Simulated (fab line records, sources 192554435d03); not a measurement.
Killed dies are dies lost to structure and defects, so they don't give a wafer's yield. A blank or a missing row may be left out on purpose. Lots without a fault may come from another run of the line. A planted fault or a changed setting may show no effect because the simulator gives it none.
fab line records | flow n5_finfet
record lots=5 wafers=15 last_day=17
route steps=1938 shown BEOL_M10@1505
lots that met no fault: from a run of the same line without faults
start_h: hours from the record's first day to the start of the lot's first wafer shown | wait_h: hours since the lot's step before | " the same as in the row above | L1.1+2: a row that stands for several wafers | - no value, or no start given | * or withheld: withheld | < > ~ a bound
route shown NAME@n: a module of which the file shows steps, and the number in the route of the first | usual: mean/standard deviation of fault-free wafers | same: alike in all rows | chamber/n: place in a boat | sites: the reading at each site | _std_site: their standard deviation | _edge_site: outer sites' mean less inner sites' | radius_mm: how far each site lies from the wafer's centre | mask NAME#n: copy n | behind: the tool/chamber that last shaped the wafer | hold: why the lot was held/for how many hours/how that ended | device: the transistor (n, p or np) that didn't switch | end of line: the same wafers' tests at the end of the route | a step without rows: its recipe alone | killed: dies lost to structure and defects at the first sort, not the wafer's yield | map: a wafer's dies, x killed, . not, _ none there
set.NAME: the setting as run; set.NAME@STEP: as run at that earlier step | model.NAME: the simulator's own value behind a step, which no gauge read
lots at some steps of the route; a table a step, a row a wafer
services: from which hour (start_h, from the record's first day; less than 0 if before it) a tool's chamber was out of use, for how many hours, and why
## steps
# step N5_BEOL_M10_DESCUM_33
# recipe chemistry=O2 time_s=7.9 source_power_w=50 bias_power_w=20 pressure_mtorr=20 rf_frequency_hz=2.712e+07 temp_c=40 resist=CAR-ArF o2_flow_sccm=225
# step N5_BEOL_M10_ETCH_65
# recipe chemistry=CF4 target=SiARC target_depth_a=390 mask_material=CAR-ArF time_s=65 ion_energy_ev=80 pressure_mtorr=40 source_w=545 bias_w=36 Ar_flow_sccm=100 cf4_flow_sccm=100 ends=cleared
# step N5_BEOL_M10_ETCH_66
# recipe chemistry=N2/H2 target=SOC target_depth_a=1200 overetch_a=240 mask_material=SiARC temp_c=40 time_s=180 ion_energy_ev=200 pressure_mtorr=30 source_w=840 bias_w=150 n2_flow_sccm=200 h2_flow_sccm=200
# step N5_BEOL_M10_STRIP_69
# recipe chemistry=N2/H2 temp_c=40 n2_flow_sccm=200 h2_flow_sccm=200 rf_frequency_hz=6e+07
# step N5_BEOL_M10_VIA_ETCH_34
# recipe chemistry=C4F6/O2 target=SiCOH_lowk target_depth_a=1845 mask_material=SOC taper_deg=4 time_s=69.2 ion_energy_ev=250 pressure_mtorr=30 source_w=345 bias_w=185 Ar_flow_sccm=300 C4F6_flow_sccm=10 O2_flow_sccm=10
# step N5_BEOL_M10_STRIP_73
# recipe chemistry=C4F6/O2 resist=SiARC rf_frequency_hz=6e+07
# step N5_BEOL_M10_STRIP_36
# recipe chemistry=N2/H2 power_w=450 temp_c=40 pressure_mtorr=20 rf_frequency_hz=6e+07 overash_fraction=0.3 bias_power_w=7 h2_frac=0.5 n2_flow_sccm=200 h2_flow_sccm=200
# step N5_BEOL_M10_TRENCH_ETCH_37
# recipe chemistry=C4F6/O2 target_depth_a=1488.3 target=SiCOH_lowk time_s=48 ion_energy_ev=250 pressure_mtorr=30 source_w=345 bias_w=185 Ar_flow_sccm=300 C4F6_flow_sccm=10 O2_flow_sccm=10
# step N5_BEOL_M10_ETCH_41
# recipe chemistry=CH3F/O2 target=SiCN target_depth_a=426 taper_deg=2 time_s=86 ion_energy_ev=120 mask_material=TiN pressure_mtorr=30 source_w=395 bias_w=75 Ar_flow_sccm=150 CH3F_flow_sccm=30 O2_flow_sccm=20
# step N5_BEOL_M10_STRIP_77
# recipe chemistry=N2/H2 time_s=10 power_w=450 temp_c=40 pressure_mtorr=20 rf_frequency_hz=6e+07 bias_power_w=7 n2_flow_sccm=200 h2_flow_sccm=200
# step N5_BEOL_M10_HM_STRIP_39
# recipe chemistry=peroxide_tin_strip material=TiN target_depth_a=250 temp_c=50 time_s=158
# usual bath_guard_temp_C=50.1/0.59 bath_heat_duty_pct=6.9/0.71 temp_c=49.99/0.11
# columns lot.wafer tool chamber start_h wait_h bath_guard_temp_C bath_heat_duty_pct temp_c model.TiN_of_BEOL_M10_HM_DEP_02.thk_nm
L374.1 wet_bench-01 1 222.88 0.0 49.2 7.5 49.87 0
L374.3 " 6 " " 50.1 7.1 50.08 0
L374.4 " 7 " " 49.4 7.4 50.01 0
L380.2 wet_bench-01 0 264.68 0.0 - - - 16.2
L380.4 " 4 " " - - - 16
L380.6 " 1 " " - - - 16.4
L381.1 wet_bench-03 3 264.73 0.0 - - - 16.2
L381.3 " 0 " " - - - 16.2
L381.5 " 7 " " - - - 16.4
L383.1 wet_bench-01 0 281.35 0.0 - - - 16.4
L383.2 " 3 " " - - - 16
L383.6 " 7 " " - - - 16.4
L394.2 wet_bench-03 4 355.08 0.0 50.1 6.3 50.13 0
L394.5 " 7 " " 50.5 6.9 50.05 0
L394.6 " 2 " " 50.6 6.6 49.85 0
# step N5_BEOL_M10_SRD_40
# recipe time_s=30 temp_c=23 rinse_liquid=diw dry=ipa_marangoni
# step N5_BEOL_M10_PRECLEAN_42
# recipe chemistry=residue_remover time_s=60 temp_c=40
# usual temp_c=40.02/0.11
# columns lot.wafer tool chamber start_h wait_h temp_c model.TiN_of_BEOL_M10_HM_DEP_02.thk_nm
L374.1 wet_bench-01 1 222.95 0.0 40.13 0
L374.3 " 6 " " 39.91 0
L374.4 " 7 " " 39.98 0
L380.2 wet_bench-01 0 264.75 0.0 40.05 5.2
L380.4 " 4 " " 40.06 5
L380.6 " 1 " " 40.00 5.4
L381.1 wet_bench-03 3 264.79 0.0 40.06 5.2
L381.3 " 0 " " 40.15 5.2
L381.5 " 7 " " 39.96 5.4
L383.1 wet_bench-01 0 281.41 0.0 40.37 5.4
L383.2 " 3 " " 39.93 5
L383.6 " 7 " " 39.97 5.4
L394.2 wet_bench-03 4 355.15 0.0 40.08 0
L394.5 " 7 " " 40.25 0
L394.6 " 2 " " 40.03 0
# step N5_BEOL_M10_SRD_43
# recipe time_s=30 temp_c=23 rinse_liquid=diw dry=ipa_marangoni
# step N5_BEOL_M10_CURE_72
# recipe temp_c=370 time_s=120 ambient=DMADMS/He material=SiCOH_lowk
# step N5_BEOL_M10_DEGAS_44
# recipe ambient=vacuum temp_c=250 time_s=60
# step N5_BEOL_M10_PRE_CLEAN_45
# recipe gas=H2/He time_s=30 temp_c=250
# step N5_BEOL_M10_ALD_74
# recipe material=TaN target_thk_a=20 temp_c=275 ald_precursor_family=PDMAT ald_co_reactant=NH3 pressure_torr=3 carrier_flow_sccm=1500 pulse_time_s=2 purge_time_s=3 co_reactant_purge_time_s=2 co_reactant_pulse_time_s=3 ald_cycles=40 precursor_vessel_temp_c=75 precursor_vessel_pressure_torr=26.25 precursor_vessel_carrier_sccm=1000
# step N5_BEOL_M10_SURFACE_TREAT_76
# recipe gas=Ar time_s=* ion_energy_ev=* ion_current_ma_cm2=0.5 pressure_mtorr=* ar_flow_sccm=30
# step N5_BEOL_M10_CVD_75
# recipe material=Co target_thk_a=20 temp_c=withheld precursor=CCTBA/H2 pressure_torr=30 time_s=138.9
# step N5_BEOL_M10_SPUTTER_48
# recipe material=Cu target_thk_a=120 temp_c=-20 bias_v=60 power_w=26000 chamber_pressure_pa=0.13 time_s=2
# step N5_BEOL_M10_ECD_50
# recipe material=Cu target_thk_a=3180
# step N5_BEOL_M10_ANNEAL_51
# recipe temp_c=225 time_s=90 ambient=N2
# step N5_BEOL_M10_CMP_52
# recipe stop_on=SiCOH_lowk t_overpolish_s=7 down_force_psi=1 platen_rpm=50 clearing_platen_down_force_psi=1.5 clearing_platen_rpm=50 post_cmp_clean=cu_alkaline target_thk_nm=140 clearing_platen_pad_velocity_m_s=0.99484 pad_velocity_m_s=0.99484
# usual barrier_field_endpoint_s=28.8/0.68 motor_current_A=6.0/0.42
# columns lot.wafer tool chamber start_h wait_h barrier_field_endpoint_s motor_current_A
L374.3 cmp-02 1 225.72 0.2 27.2 5.8
L374.1 " 2 " " 28.1 6.1
L374.4 " 0 " " 28.0 5.6
L380.2 cmp-02 0 266.96 0.3 34.8 5.3
L380.4 " 1 " " 34.3 6.1
L380.6 " 2 " " 36.0 5.8
L381.1 cmp-02 3 267.68 0.3 35.4 5.2
L381.3 " 0 " " 34.3 5.3
L381.5 " 2 " " 34.8 5.9
L383.1 cmp-01 3 285.24 0.3 34.7 6.0
L383.2 " 1 " " 35.4 7.1
L383.6 " 3 " " 36.0 6.0
L394.2 cmp-04 3 358.17 0.3 28.7 6.0
L394.5 " 0 " " 28.8 6.4
L394.6 " 1 " " 29.5 5.8
## services
# columns tool chamber start_h hours kind
cmp-01 - 221.34 4.7 pm
cmp-04 - 223.57 4.0 pm
cmp-04 - 227.57 - consumable_replace:conditioner
cmp-04 - 227.57 - consumable_replace:pad
cmp-02 - 240.06 4.0 pm
cmp-02 - 244.06 - consumable_replace:conditioner
cmp-02 - 244.06 - consumable_replace:pad
cmp-04 - 247.54 5.0 repair
cmp-01 - 303.82 4.0 pm
cmp-01 - 307.82 - consumable_replace:conditioner
cmp-01 - 307.82 - consumable_replace:pad
cmp-04 - 318.51 3.0 repair
cmp-01 - 320.38 5.9 pm
cmp-02 - 350.29 3.3 repair
## key
first_sign step=N5_BEOL_M10_HM_STRIP_39 reading=tool_record direction=missing
effect step=N5_BEOL_M10_CMP_52 reading=barrier_field_endpoint_s direction=up sigmas=9.4 usual=28.8 struck=35.1
model_effect step=N5_BEOL_M10_HM_STRIP_39 value=TiN_of_BEOL_M10_HM_DEP_02.thk_nm without=0 struck=16.24
model_effect step=N5_BEOL_M10_PRECLEAN_42 value=TiN_of_BEOL_M10_HM_DEP_02.thk_nm without=0 struck=5.244
met_at N5_BEOL_M10_HM_STRIP_39
struck_wafers L380.2,L380.4,L380.6,L381.1,L381.3,L381.5,L383.1,L383.2,L383.6
onset_between 222.88 264.68
earlier_fault kind=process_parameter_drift tool=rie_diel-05 chamber=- onset_h=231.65 steps=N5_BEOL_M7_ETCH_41 channel=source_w offset=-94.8 shape=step acts_in=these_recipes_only stated=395
earlier_fault kind=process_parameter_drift tool=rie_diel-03 chamber=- onset_h=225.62 steps=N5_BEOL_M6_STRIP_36 channel=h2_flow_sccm offset=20 shape=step acts_in=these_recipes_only stated=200
fault kind=skipped_step_whole tool=wet_bench-01,wet_bench-03 chamber=- onset_h=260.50 steps=N5_BEOL_M10_HM_STRIP_39 scope=struck_lots_only
